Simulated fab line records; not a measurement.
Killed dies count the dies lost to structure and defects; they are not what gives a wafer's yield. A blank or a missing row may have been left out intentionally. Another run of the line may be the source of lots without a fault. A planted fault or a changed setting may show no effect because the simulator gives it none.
fab line records	flow n5Finfet
[record] lots = 6	wafers = 17	lastDay = 17
route steps=1938 shown BEOL_M9@1438 PASSIVATION@1936
lots that met no fault: from a run of the same line without faults
startH: start of the lot's first displayed wafer, in hours after the record's first day	waitH: how many hours have passed since the lot's step before this one	" the same as in the row above	L1.1+2: several wafers, shown together as one row	- either no value or no given start	* or withheld: withheld	< > ~ a bound
route shown NAME@n: a module of which the file shows steps, and the number in the route of the first	usual: mean and standard deviation over wafers with no fault	same: alike in all rows	chamber/n: place in a boat	sites: each site's reading	_std_site: their standard deviation	_edge_site: the outer-site mean with the inner-site mean subtracted	radiusMm: how far each site lies from the wafer's centre	mask NAME#n: copy n	behind: the most recent tool/chamber to have shaped the wafer	hold: cause of the lot's hold/its duration in hours/its outcome	device: which transistor (n, p or np) failed to switch	end of line: the tests these same wafers got at the end of their route	a step with no rows: only its recipe	killed: dies lost to structure and defects at the first sort, not the wafer's yield	map: a wafer's dies, x killed, . not, _ none there
set.NAME: the setting that was run; set.NAME@STEP: the one run at that earlier step	model.NAME: the simulator's own value behind a step, which no gauge read
lots at some steps of the route; a table a step, a row a wafer
services: from which hour (startH, from the record's first day; less than 0 if before it) a tool's chamber was out of use, for how many hours, and why
[[steps]]
[step N5_BEOL_M9_ETCH_76]
[recipe] chemistry = N2/H2	target = underlayer	targetDepthA = 65	maskMaterial = CAR-EUV	timeS = 5.2	ionEnergyEv = 200	pressureMtorr = 30	sourceW = 840	biasW = 150	n2FlowSccm = 200	h2FlowSccm = 200	ends = cleared
[usual] drypumpMotorCurrentA = 5.8/0.53	etchRfOnTimeS = 5.20/0.14	oesProductAu = 0.66/0.057	rfVppV = 524.0/2.6	showerheadPlenumPTorr = 2.55/0.083	throttleValvePct = 17.96/0.24
lot.wafer	tool	chamber	startH	waitH	drypumpMotorCurrentA	etchRfOnTimeS	oesProductAu	rfHoursCounterH	rfVppV	showerheadPlenumPTorr	throttleValvePct
L206.3	rieDiel-04	2	240.61	0.0	6.5	5.26	0.62	156	521.4	2.44	18.23
L206.4	"	3	"	"	5.4	5.07	0.84	-	525.2	2.61	17.36
L206.6	"	2	"	"	6.5	5.26	0.62	-	521.0	2.44	18.19
L210.4	rieDiel-04	3	266.86	0.0	5.4	5.16	0.80	13	524.5	2.60	17.40
L210.6	"	3	"	"	5.4	5.08	0.79	-	523.3	2.60	17.38
L212.1	rieDiel-01	0	279.42	0.0	6.7	5.32	0.69	83	526.9	2.70	17.85
L212.3	"	2	"	"	5.3	5.17	0.75	43	521.9	2.47	17.77
L212.6	"	0	"	"	6.7	5.24	0.70	-	526.8	2.70	17.88
L216.2	rieDiel-01	0	291.66	0.0	6.7	5.29	0.70	87	526.7	2.70	17.88
L216.3	"	2	"	"	5.3	5.22	0.74	47	524.0	2.47	17.75
L216.4	"	3	"	"	5.2	4.82	0.71	-	525.0	2.56	18.04
L223.1	rieDiel-05	3	344.56	0.0	6.3	5.15	0.66	149	524.3	2.53	18.29
L223.2	"	2	"	"	5.2	5.15	0.61	219	523.7	2.52	17.87
L223.5	"	2	"	"	5.2	5.22	0.60	-	523.8	2.52	17.88
L222.1	rieDiel-01	0	345.11	0.0	6.7	5.29	0.68	103	528.9	2.69	17.92
L222.4	"	3	"	"	5.3	4.95	0.68	98	525.9	2.56	18.05
L222.6	"	3	"	"	5.2	4.95	0.70	-	523.0	2.55	18.07
[step N5_BEOL_M9_ETCH_65]
[recipe] chemistry = CF4	target = SiARC	targetDepthA = 156	maskMaterial = CAR-EUV	timeS = 26	ionEnergyEv = 80	pressureMtorr = 40	sourceW = 545	biasW = 36	Ar_flow_sccm = 100	cf4FlowSccm = 100	ends = cleared
[step N5_BEOL_M9_ETCH_66]
[recipe] chemistry = N2/H2	target = SOC	targetDepthA = 800	overetchA = 160	maskMaterial = SiARC	tempC = 40	timeS = 120	ionEnergyEv = 200	pressureMtorr = 30	sourceW = 840	biasW = 150	n2FlowSccm = 200	h2FlowSccm = 200
[usual] drypumpMotorCurrentA = 5.8/0.53	oesProductAu = 0.59/0.047	rfVppV = 523.9/2.3	showerheadPlenumPTorr = 2.55/0.083	tempC = 39.99/0.11	throttleValvePct = 17.92/0.24
lot.wafer	tool	chamber	startH	waitH	drypumpMotorCurrentA	oesProductAu	rfHoursCounterH	rfVppV	showerheadPlenumPTorr	tempC	throttleValvePct
L206.3	rieDiel-04	2	240.65	0.0	6.5	0.56	156	521.1	2.44	39.96	18.15
L206.4	"	3	"	"	5.4	0.74	-	525.7	2.61	40.02	17.34
L206.6	"	2	"	"	6.4	0.55	-	521.2	2.44	39.86	18.16
L210.4	rieDiel-04	3	266.91	0.0	5.4	0.70	13	525.1	2.60	40.16	17.36
L210.6	"	3	"	"	5.4	0.71	-	524.6	2.60	40.17	17.36
L212.1	rieDiel-01	0	279.47	0.0	6.7	0.63	83	527.4	2.70	40.02	17.85
L212.3	"	2	"	"	5.3	0.67	43	521.3	2.47	40.07	17.73
L212.6	"	0	"	"	6.7	0.63	-	527.3	2.70	39.76	17.83
L216.2	rieDiel-01	0	291.71	0.0	6.7	0.62	87	527.7	2.70	40.02	17.85
L216.3	"	2	"	"	5.3	0.66	47	522.7	2.47	40.01	17.72
L216.4	"	3	"	"	5.2	0.61	-	523.9	2.56	40.07	18.00
L223.1	rieDiel-05	3	344.61	0.0	6.3	0.59	149	523.6	2.53	39.91	18.24
L223.2	"	2	"	"	5.2	0.54	219	523.6	2.52	39.70	17.84
L223.5	"	2	"	"	5.2	0.54	-	523.2	2.52	39.78	17.84
L222.1	rieDiel-01	0	345.16	0.0	6.8	0.61	103	527.0	2.69	40.03	17.87
L222.4	"	3	"	"	5.2	0.59	98	524.6	2.56	40.12	18.02
L222.6	"	3	"	"	5.2	0.60	-	523.8	2.55	40.10	18.01
[step N5_BEOL_M9_STRIP_69]
[recipe] chemistry = N2/H2	tempC = 40	n2FlowSccm = 200	h2FlowSccm = 200	rfFrequencyHz = 6e+07
[step N5_BEOL_M9_STRIP_77]
[recipe] chemistry = N2/H2	tempC = 40	n2FlowSccm = 200	h2FlowSccm = 200	rfFrequencyHz = 6e+07
[step N5_BEOL_M9_VIA_ETCH_34]
[recipe] chemistry = C4F6/O2	target = SiCOH_lowk	targetDepthA = 1824	maskMaterial = SOC	taperDeg = 4	timeS = 68.4	ionEnergyEv = 250	pressureMtorr = 30	sourceW = 345	biasW = 185	Ar_flow_sccm = 300	C4F6_flow_sccm = 10	O2_flow_sccm = 10
[usual] drypumpMotorCurrentA = 5.8/0.53	oesProductAu = 0.78/0.067	rfVppV = 663/17	showerheadPlenumPTorr = 2.85/0.076	throttleValvePct = 21.0/0.31
lot.wafer	tool	chamber	startH	waitH	drypumpMotorCurrentA	oesProductAu	rfHoursCounterH	rfVppV	showerheadPlenumPTorr	throttleValvePct
L206.3	rieDiel-04	2	240.75	0.0	6.5	0.72	156	651	2.77	21.5
L206.4	"	3	"	"	5.4	0.97	-	675	2.91	20.4
L206.6	"	2	"	"	6.5	0.73	-	652	2.77	21.5
L210.4	rieDiel-04	3	267.01	0.0	5.3	0.94	13	674	2.90	20.4
L210.6	"	3	"	"	5.4	0.93	-	676	2.90	20.4
L212.1	rieDiel-01	0	279.57	0.0	6.8	0.82	83	682	2.98	20.8
L212.3	"	2	"	"	5.3	0.88	43	678	2.79	21.0
L212.6	"	0	"	"	6.7	0.83	-	681	2.98	20.8
L216.2	rieDiel-01	0	291.81	0.0	6.7	0.82	87	681	2.97	20.8
L216.3	"	2	"	"	5.3	0.87	47	678	2.79	21.0
L216.4	"	3	"	"	5.2	0.82	-	665	2.88	21.1
L223.1	rieDiel-05	3	344.71	0.0	6.3	0.75	149	640	2.86	21.4
L223.2	"	2	"	"	5.2	0.71	219	658	2.82	20.8
L223.5	"	2	"	"	5.2	0.72	-	659	2.82	20.8
L222.1	rieDiel-01	0	345.26	0.0	6.7	0.80	103	680	2.97	20.8
L222.4	"	3	"	"	5.2	0.80	98	663	2.87	21.1
L222.6	"	3	"	"	5.2	0.80	-	663	2.87	21.1
[step N5_BEOL_M9_STRIP_73]
[recipe] chemistry = C4F6/O2	resist = SiARC	rfFrequencyHz = 6e+07
[step N5_BEOL_M9_STRIP_36]
[recipe] chemistry = N2/H2	powerW = 450	tempC = 40	pressureMtorr = 20	rfFrequencyHz = 6e+07	overashFraction = 0.3	biasPowerW = 7	h2Frac = 0.5	n2FlowSccm = 200	h2FlowSccm = 200
[step N5_BEOL_M9_TRENCH_ETCH_37]
[recipe] chemistry = C4F6/O2	targetDepthA = 1514.3	target = SiCOH_lowk	timeS = 49	ionEnergyEv = 250	pressureMtorr = 30	sourceW = 345	biasW = 185	Ar_flow_sccm = 300	C4F6_flow_sccm = 10	O2_flow_sccm = 10
[step N5_BEOL_M9_ETCH_41]
[recipe] chemistry = CH3F/O2	target = SiCN	targetDepthA = 366	taperDeg = 2	timeS = 70.1	ionEnergyEv = 120	maskMaterial = TiN	pressureMtorr = 30	sourceW = 395	biasW = 75	Ar_flow_sccm = 150	CH3F_flow_sccm = 30	O2_flow_sccm = 20
[usual] drypumpMotorCurrentA = 5.8/0.53	oesProductAu = 0.78/0.067	rfVppV = 297.3/1.5	showerheadPlenumPTorr = 2.00/0.057	throttleValvePct = 16.39/0.28
lot.wafer	tool	chamber	startH	waitH	drypumpMotorCurrentA	oesProductAu	rfHoursCounterH	rfVppV	showerheadPlenumPTorr	throttleValvePct
L206.3	rieDiel-04	2	-	-	6.5	0.73	156	294.9	1.94	16.79
L206.4	"	3	"	"	5.4	0.98	-	299.4	2.04	15.79
L206.6	"	2	"	"	6.5	0.72	-	296.3	1.94	16.78
L210.4	rieDiel-04	3	-	-	5.4	0.94	13	297.6	2.04	15.79
L210.6	"	3	"	"	5.4	0.94	-	296.3	2.04	15.81
L212.1	rieDiel-01	0	-	-	6.7	0.83	84	297.9	2.10	16.22
L212.3	"	2	"	"	5.3	0.86	43	297.4	1.96	16.31
L212.6	"	0	"	"	6.8	0.82	-	299.6	2.10	16.23
L216.2	rieDiel-01	0	-	-	6.7	0.82	87	299.2	2.09	16.21
L216.3	"	2	"	"	5.3	0.86	47	296.1	1.96	16.32
L216.4	"	3	"	"	5.2	0.82	-	300.0	2.03	16.50
L223.1	rieDiel-05	3	-	-	6.3	0.76	149	297.3	2.01	16.77
L223.2	"	2	"	"	5.2	0.70	219	296.2	1.98	16.27
L223.5	"	2	"	"	5.2	0.70	-	296.4	1.98	16.28
L222.1	rieDiel-01	0	-	-	6.7	0.80	103	300.1	2.09	16.25
L222.4	"	3	"	"	5.2	0.80	98	297.1	2.02	16.52
L222.6	"	3	"	"	5.2	0.81	-	298.2	2.02	16.52
[step N5_BEOL_M9_STRIP_80]
[recipe] chemistry = N2/H2	timeS = 10	powerW = 450	tempC = 40	pressureMtorr = 20	rfFrequencyHz = 6e+07	biasPowerW = 7	n2FlowSccm = 200	h2FlowSccm = 200
[usual] drypumpMotorCurrentA = 5.8/0.53	oesProductAu = 0.78/0.064	rfVppV = 59.2/0.87	showerheadPlenumPTorr = 2.54/0.083	tempC = 40.00/0.11	throttleValvePct = 23.82/0.27
lot.wafer	tool	chamber	startH	waitH	drypumpMotorCurrentA	oesProductAu	rfHoursCounterH	rfVppV	showerheadPlenumPTorr	tempC	throttleValvePct
L206.3	rieDiel-04	2	-	-	6.4	0.72	156	59.3	2.43	39.97	24.04
L206.4	"	3	"	"	5.4	0.97	-	59.4	2.60	40.01	23.18
L206.6	"	2	"	"	6.5	0.73	-	58.8	2.43	39.97	24.03
L210.4	rieDiel-04	3	-	-	5.4	0.91	13	59.2	2.60	40.04	23.17
L210.6	"	3	"	"	5.4	0.91	-	57.6	2.60	40.24	23.19
L212.1	rieDiel-01	0	-	-	6.8	0.83	84	59.9	2.69	40.06	23.70
L212.3	"	2	"	"	5.3	0.88	43	59.3	2.47	39.92	23.63
L212.6	"	0	"	"	6.8	0.84	-	59.0	2.69	39.89	23.68
L216.2	rieDiel-01	0	-	-	6.8	0.84	87	58.5	2.69	40.09	23.69
L216.3	"	2	"	"	5.3	0.86	47	57.8	2.47	40.03	23.62
L216.4	"	3	"	"	5.2	0.81	-	58.4	2.56	40.05	23.88
L223.1	rieDiel-05	3	-	-	6.3	0.75	149	59.3	2.52	40.06	24.11
L223.2	"	2	"	"	5.2	0.71	219	59.1	2.52	40.01	23.76
L223.5	"	2	"	"	5.2	0.71	-	59.4	2.52	40.17	23.77
L222.1	rieDiel-01	0	-	-	6.7	0.81	103	59.7	2.69	40.02	23.72
L222.4	"	3	"	"	5.2	0.79	98	58.8	2.55	40.13	23.91
L222.6	"	3	"	"	5.2	0.80	-	58.5	2.55	39.99	23.89
[step N5_BEOL_M9_OCD_MEAS_38]
[usual] trenchDepthNm = 151.6/3
lot.wafer	tool	chamber	startH	waitH	trenchDepthNm
L206.3	ocd-02	-	241.03	-	150.4
L206.4	"	-	"	"	155.1
L206.6	"	-	"	"	150.1
L210.4	ocd-01	-	267.29	-	155.8
L210.6	"	-	"	"	155.8
L212.1	ocd-01	-	279.84	-	149.7
L212.3	"	-	"	"	152.2
L212.6	"	-	"	"	148.9
L216.2	ocd-02	-	292.09	-	152.2
L216.3	"	-	"	"	151.7
L216.4	"	-	"	"	158.6
L223.1	ocd-01	-	344.99	-	149.2
L223.2	"	-	"	"	152.6
L223.5	"	-	"	"	151.4
L222.1	ocd-01	-	345.53	-	151.4
L222.4	"	-	"	"	158.1
L222.6	"	-	"	"	158.0
[step N5_BEOL_M9_HM_STRIP_39]
[recipe] chemistry = peroxideTinStrip	material = TiN	targetDepthA = 250	tempC = 50	timeS = 158
[usual] bathHeatDutyPct = 7.4/0.9	runLengthS = 164.7/2.8	tempC = 50.02/0.11
lot.wafer	tool	chamber	startH	waitH	bathHeatDutyPct	runLengthS	tempC
L206.3	wetBench-04	1	241.06	0.0	6.4	164.0	50.02
L206.4	"	6	"	"	7.9	164.6	50.09
L206.6	"	4	"	"	6.8	164.3	50.00
L210.4	wetBench-04	6	267.32	0.0	8.1	164.3	49.89
L210.6	"	7	"	"	7.2	162.8	50.04
L212.1	wetBench-04	3	279.88	0.0	9.0	186.2	50.05
L212.3	"	4	"	"	9.3	188.9	50.01
L212.6	"	0	"	"	6.1	190.2	50.13
L216.2	wetBench-04	0	292.12	0.0	6.1	189.6	50.05
L216.3	"	3	"	"	9.0	186.2	50.13
L216.4	"	5	"	"	7.4	188.8	49.94
L223.1	wetBench-05	7	345.02	0.0	6.8	162.0	50.02
L223.2	"	3	"	"	6.8	162.7	49.95
L223.5	"	4	"	"	8.2	163.8	50.04
L222.1	wetBench-02	6	345.56	0.0	7.8	164.1	49.89
L222.4	"	2	"	"	9.3	164.6	50.06
L222.6	"	4	"	"	7.1	164.3	50.16
[step N5_BEOL_M9_SRD_40]
[recipe] timeS = 30	tempC = 23	rinseLiquid = diw	dry = ipaMarangoni
[step N5_PASSIVATION_PROBE_49]
[usual] defectLimitedYield = 91.2/1.5	killed_at_M0_to_M3 = 36/10	killed_at_M4_up = 13/6	killedAtContacts = 11/5.2	killedAtFrontEnd = 40/11	killedAtOther = 3.1/2.9	killedDies = 104/17	killedOpen = 66/12	killedShort = 34/7.7	sort_bin_5_function = 5.1/0.91	sort_bin_6_memory = 3.2/0.67	sort_bin_8_speed = 0.00/0.0074	sortNPass = 1076/17	sortYieldPct = 91.2/1.5
[same] grossDies = 1180	killedAtBackSide = 0	sort_bin_4_leakage[%] = 0
lot.wafer	tool	chamber	startH	waitH	defectLimitedYield[%]	killed_at_M0_to_M3	killed_at_M4_up	killedAtContacts	killedAtFrontEnd	killedAtOther	killedDies	killedOpen	killedShort	sort_bin_5_function[%]	sort_bin_6_memory[%]	sort_bin_8_speed[%]	sortNPass	sortYieldPct[%]
L206.3	prober-01	-	301.11	0.4	90.7	36	23	19	28	4	110	73	31	5.2	3.6	0	1070	90.7
L206.4	prober-01	-	301.16	0.4	91.4	45	17	12	22	6	102	68	32	5.3	2.9	0	1078	91.4
L206.6	prober-01	-	301.26	0.5	90.3	33	29	11	28	14	115	75	37	5.1	4.2	0	1065	90.3
L212.1	prober-02	-	339.95	0.0	92.5	34	8	12	33	1	88	55	29	4.7	2.5	0	1092	92.5
L212.3	prober-02	-	340.05	0.1	91.4	33	13	13	41	2	102	61	37	4.9	3.2	0	1078	91.4
L212.6	prober-02	-	340.20	0.3	92.6	25	19	11	27	5	87	54	29	4.0	2.9	0	1093	92.6
L216.2	prober-02	-	355.53	0.1	92.1	41	6	7	39	0	93	60	27	4.7	2.5	0	1087	92.1
L216.3	prober-02	-	355.58	0.1	91.0	36	13	12	45	0	106	70	30	5.3	3.5	0	1074	91.0
L216.4	prober-02	-	355.63	0.2	91.4	30	12	8	52	0	102	64	36	5.7	2.4	0	1078	91.4
L223.1	prober-02	-	403.02	0.0	92.5	22	7	5	52	3	89	57	32	4.4	2.6	0	1091	92.5
L223.2	prober-02	-	403.07	0.1	91.9	19	15	2	54	5	95	62	33	5.1	2.9	0	1085	91.9
L223.5	prober-02	-	403.22	0.2	93.8	25	10	7	31	0	73	48	25	3.9	2.2	0	1107	93.8
L222.1	prober-01	-	403.87	0.0	90.8	36	13	15	41	3	108	72	34	5.5	3.2	0	1072	90.8
L222.4	prober-01	-	404.02	0.2	90.5	45	17	13	33	4	112	67	41	5.2	3.9	0	1068	90.5
L222.6	prober-01	-	404.12	0.3	89.2	37	6	15	64	6	128	81	38	7.1	2.9	0	1052	89.2
// killed by level:class
L206.3 MOL_CONTACT_COAG:geometricParticle:open=16 BEOL_M4:geometricParticle:open=10 BEOL_M2:geometricParticle:open=8 BEOL_M1:geometricParticle:open=5 GATE_CUT:geometricParticle:short=4 BEOL_M0_SAQP:geometricParticle:open=4 BEOL_M0:geometricParticle:open=4 BEOL_M2:geometricParticle:short=4
L206.4 BEOL_M1:geometricParticle:open=11 MOL_CONTACT_COAG:geometricParticle:open=10 BEOL_M0_SAQP:geometricParticle:open=10 BEOL_M0_SAQP:geometricParticle:short=8 BEOL_M4:geometricParticle:open=7 STI_FIN_REVEAL:geometricParticle:open=5 BEOL_M3:geometricParticle:open=5 FIN_SAQP:geometricParticle:short=4
L206.6 BEOL_M4:geometricParticle:open=13 MOL_CONTACT_COAG:geometricParticle:open=10 STI_FIN_REVEAL:geometricParticle:open=7 GATE_CUT:geometricParticle:short=7 BEOL_M1:geometricParticle:open=7 BEOL_M2:geometricParticle:open=6 PASS1_CAP:geometricParticle:open=5 BEOL_M0:geometricParticle:open=5
L212.1 BEOL_M2:geometricParticle:open=12 DUMMY_GATE:geometricParticle:open=8 MOL_CONTACT_COAG:geometricParticle:open=8 STI_FIN_REVEAL:geometricParticle:open=7 BEOL_M0_SAQP:geometricParticle:short=5 BEOL_M2:geometricParticle:short=4 MOL_CONTACT_COAG:geometricParticle:short=4 BEOL_M0_SAQP:geometricParticle:open=4
L212.3 DUMMY_GATE:geometricParticle:open=11 MOL_CONTACT_COAG:geometricParticle:open=10 BEOL_M0_SAQP:geometricParticle:short=7 FIN_SAQP:geometricParticle:open=6 BEOL_M0:geometricParticle:open=6 BEOL_M3:geometricParticle:open=5 DUMMY_GATE:geometricParticle:short=4 GATE_CUT:geometricParticle:open=4
L212.6 MOL_CONTACT_COAG:geometricParticle:open=9 STI_FIN_REVEAL:geometricParticle:open=7 BEOL_M0_SAQP:geometricParticle:short=6 BEOL_M5:geometricParticle:open=5 STARTING-WAFER:geometricParticle:open=5 DUMMY_GATE:geometricParticle:open=4 BEOL_M0_SAQP:geometricParticle:open=4 BEOL_M1:geometricParticle:open=4
L216.2 BEOL_M0_SAQP:geometricParticle:open=12 BEOL_M2:geometricParticle:open=10 FIN_SAQP:geometricParticle:open=9 STARTING-WAFER:geometricParticle:open=7 STI_FIN_REVEAL:geometricParticle:open=5 MOL_CONTACT_COAG:geometricParticle:open=5 BEOL_M0_SAQP:geometricParticle:short=5 BEOL_M2:geometricParticle:short=5
L216.3 STI_FIN_REVEAL:geometricParticle:open=11 BEOL_M3:geometricParticle:open=10 FIN_SAQP:geometricParticle:open=9 MOL_CONTACT_COAG:geometricParticle:open=8 BEOL_M0_SAQP:geometricParticle:open=6 BEOL_M0_SAQP:geometricParticle:short=6 DUMMY_GATE:geometricParticle:open=5 BEOL_M1:geometricParticle:open=5
L216.4 DUMMY_GATE:geometricParticle:open=12 FIN_SAQP:geometricParticle:open=10 STI_FIN_REVEAL:geometricParticle:open=9 BEOL_M0_SAQP:geometricParticle:short=8 FIN_SAQP:geometricParticle:short=7 BEOL_M0_SAQP:geometricParticle:open=5 MOL_CONTACT_COAG:geometricParticle:open=4 BEOL_M3:geometricParticle:open=4
L223.1 FIN_SAQP:geometricParticle:open=17 FIN_SAQP:geometricParticle:short=10 STI_FIN_REVEAL:geometricParticle:open=7 BEOL_M3:geometricParticle:open=6 BEOL_M2:geometricParticle:open=5 MOL_CONTACT_COAG:geometricParticle:open=4 BEOL_M0_SAQP:geometricParticle:short=4 BEOL_M4:geometricParticle:open=4
L223.2 FIN_SAQP:geometricParticle:open=13 FIN_SAQP:geometricParticle:short=11 BEOL_M4:geometricParticle:open=9 GATE_CUT:geometricParticle:short=8 BEOL_M1:geometricParticle:open=5 BEOL_M2:geometricParticle:open=5 BEOL_M4:geometricParticle:short=5 STI_FIN_REVEAL:geometricParticle:open=4
L223.5 FIN_SAQP:geometricParticle:short=9 FIN_SAQP:geometricParticle:open=6 BEOL_M0_SAQP:geometricParticle:open=6 MOL_CONTACT_COAG:geometricParticle:open=5 BEOL_M4:geometricParticle:open=5 BEOL_M3:geometricParticle:open=5 BEOL_M0_SAQP:geometricParticle:short=4 BEOL_M1:geometricParticle:open=4
L222.1 FIN_SAQP:geometricParticle:open=15 MOL_CONTACT_COAG:geometricParticle:open=14 BEOL_M2:geometricParticle:open=11 FIN_SAQP:geometricParticle:short=9 BEOL_M4:geometricParticle:open=7 BEOL_M0_SAQP:geometricParticle:short=5 BEOL_M1:geometricParticle:open=4 BEOL_M0_SAQP:geometricParticle:open=4
L222.4 BEOL_M2:geometricParticle:open=13 BEOL_M0_SAQP:geometricParticle:short=12 MOL_CONTACT_COAG:geometricParticle:open=11 FIN_SAQP:geometricParticle:open=9 FIN_SAQP:geometricParticle:short=6 BEOL_M3:geometricParticle:open=6 BEOL_M4:geometricParticle:open=5 BEOL_M1:geometricParticle:open=4
L222.6 FIN_SAQP:geometricParticle:short=16 FIN_SAQP:geometricParticle:open=12 MOL_CONTACT_COAG:geometricParticle:open=10 STI_FIN_REVEAL:geometricParticle:open=8 BEOL_M0:geometricParticle:open=8 BEOL_M1:geometricParticle:open=8 BEOL_M3:geometricParticle:open=7 BEOL_M2:geometricParticle:open=5
[[services]]
tool	chamber	startH	hours	kind
rieDiel-04	0	239.05	-	clean
rieDiel-04	0	239.05	-	consumableReplace:focusRing
rieDiel-04	0	239.05	24.7	scheduledDown
rieDiel-04	0	239.05	24.7	ventCycle
rieDiel-01	1	286.80	6.7	repair
rieDiel-05	0	300.39	21.1	repair
rieDiel-05	2	303.66	4.9	repair
rieDiel-05	0	334.70	17.2	repair
[[key]]
[firstSign] step = N5_BEOL_M9_HM_STRIP_39	reading = runLengthS	direction = up	sigmas = 8.5	usual = *	struck = *
effect none on later readings
metAt N5_BEOL_M9_HM_STRIP_39
struckWafers L212.1,L212.3,L212.6,L216.2,L216.3,L216.4
onsetBetween 267.32 279.88
[fault] kind = processParameterDrift	tool = wetBench-04	chamber = -	onsetH = 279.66	steps = N5_BEOL_M9_HM_STRIP_39	channel = timeS	offset = *	shape = step	endH = 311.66	actsIn = *	stated = *
